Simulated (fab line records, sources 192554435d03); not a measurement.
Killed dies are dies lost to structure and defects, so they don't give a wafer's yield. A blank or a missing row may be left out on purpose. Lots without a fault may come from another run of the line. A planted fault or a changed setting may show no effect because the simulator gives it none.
A struck lot beside a sound one | flow n5_finfet | 17 steps out of a route of 1938
Sound: wafers L138.2, L138.5, L138.6. Struck: wafer L134.1. (L134.5, L134.6 of the same lot were not struck and are left out.) The cause comes at the end.
At each step with rows: each side's tool, then ch and its chambers, then its first start. Under that, the readings that differ: sound wafers | struck wafers | difference of the means | sigmas: that difference in standard deviations of wafers without a fault.
alike: readings whose means differ by less than 2 such deviations, and words and numbers that are the same on both sides. not compared: withheld readings, readings that some wafer has no value for, bounds like >300 that may hide the same value, and numbers for which the record gives no deviation and whose values overlap.
The two part at a step that has a row with sigmas, a row that says differs or no value, or rows on one side only. Numbers that don't overlap but have no deviation are shown without sigmas and don't part them. A reading that every wafer of one side lacks parts them only if that side has two wafers or more.

first, 1 step without rows for these wafers: N5_ZERO_LAYER_SRD_01 (time 30 s, dry time 30 s).
N5_ZERO_LAYER_PECVD_02: deposits SiO2 from SiH4/N2O, target thk 10 nm, time 6 s.
  sound on pecvd-04 ch 0,1, day 6 12:17; struck on pecvd-01 ch 1, day 5 12:17
  reading            | sound       | struck | difference | sigmas
  heater_power_w (W) | 773 749 736 | 927    | +174       | +3
  alike: heater_power_outer_w, showerhead_plenum_p_Torr
then, 8 steps without rows for these wafers: N5_ZERO_LAYER_HMDS_04 (time 60 s); N5_ZERO_LAYER_COAT_05 (resist thk 1000 nm); N5_ZERO_LAYER_EBR_07; N5_ZERO_LAYER_SOFTBAKE_06 (time 90 s); N5_ZERO_LAYER_EXPOSE_08 (exposes mask ZERO, defocus 0 nm, target cd 2000 nm); N5_ZERO_LAYER_PEB_09; N5_ZERO_LAYER_DEVELOP_10 (develop time 60 s); N5_ZERO_LAYER_HARDBAKE_23 (time 120 s).
N5_ZERO_LAYER_CD_MEAS_11: target cd 2000 nm.
  sound on cd_sem-03 ch 0, day 6 12:46; struck on cd_sem-03 ch 0, day 5 12:52
  alike: cd_nm
N5_ZERO_LAYER_DESCUM_16: chemistry O2, time 7.9 s.
  sound on rie_diel-03 ch 1,2, day 6 12:49; struck on rie_diel-02 ch 0, day 5 12:54
  reading                         | sound             | struck | difference | sigmas
  rf_vpp_V (V)                    | 240.8 239.3 242.5 | 244.3  | +3.4       | +2
  showerhead_plenum_p_Torr (Torr) | 1.93 1.93 2.08    | 2.16   | +0.18      | +2
  alike: bias_power_w, drypump_motor_current_A, oes_product_au, throttle_valve_pct
  not compared: rf_hours_counter_h
N5_ZERO_LAYER_ETCH_17: etches SiO2 in CF4, target depth 12 nm, time 13.3 s.
  sound on rie_diel-03 ch 1,2, day 6 12:50; struck on rie_diel-02 ch 0, day 5 12:56
  reading                                      | sound             | struck | difference | sigmas
  oes_product_au (a.u.)                        | 0.79 0.78 0.71    | 0.96   | +0.20      | +3
  rf_vpp_V (V)                                 | 941 939 948       | 954    | +11        | +3
  showerhead_plenum_p_Torr (Torr)              | 1.99 1.99 2.13    | 2.21   | +0.17      | +2
  model.coat_of_ZERO_LAYER_COAT_05.thk_nm (nm) | 970.3 971 968.5   | 966.5  | -3.4       |
  model.etch.depth_nm (nm)                     | 11.81 11.79 12.05 | 18.64  | +6.76      |
  alike: drypump_motor_current_A, throttle_valve_pct
  not compared: rf_hours_counter_h
N5_ZERO_LAYER_ETCH_18: etches Si in HBr/Cl2, target depth 120 nm, time 40 s.
  sound on rie_si-06 ch 0,2,3, day 6 12:55; struck on rie_si-04 ch 3, day 5 13:01
  reading                                      | sound             | struck | difference | sigmas
  model.coat_of_ZERO_LAYER_COAT_05.thk_nm (nm) | 930.2 931.5 927.8 | 925.9  | -3.9       |
  alike: drypump_motor_current_A, oes_product_au, throttle_valve_pct
  not compared: rf_hours_counter_h
N5_ZERO_LAYER_STRIP_24: strips in O2.
  sound on plasma_asher-01 ch 0,1, day 6 13:01; struck on plasma_asher-02 ch 1, day 5 13:07
  reading            | sound       | struck | difference | sigmas
  heater_power_w (W) | 318 336 322 | 372    | +47        | +2
  alike: drypump_motor_current_A, oes_product_au, strip_time_to_endpoint_s
  not compared: rf_hours_counter_h
-- the record jumps here: 7 days lie between the struck wafers' starts before and after (it left off in module ZERO_LAYER and takes up again in module BEOL_M4, whose first step shown is number 1111 of the route) --
N5_BEOL_M4_RC_MEAS_101:
  sound on prober-02 ch 0, day 13 08:47; struck on prober-02 ch 0, day 12 04:45
  reading        | sound             | struck | difference | sigmas
  IOFF_P (nA/um) | 0.281 0.249 0.234 | 0.196  | -0.059     | -2
  alike: DIBL_N, DIBL_P, IOFF_N, ION_N, ION_P, SS_N, SS_P, VT_N, VT_P
then, 1 step without rows for these wafers: N5_PASSIVATION_PROBE_49.

WHERE THEY PART
First at N5_ZERO_LAYER_PECVD_02; last, within this record, at N5_BEOL_M4_RC_MEAS_101.

WHY: what the simulator had put in
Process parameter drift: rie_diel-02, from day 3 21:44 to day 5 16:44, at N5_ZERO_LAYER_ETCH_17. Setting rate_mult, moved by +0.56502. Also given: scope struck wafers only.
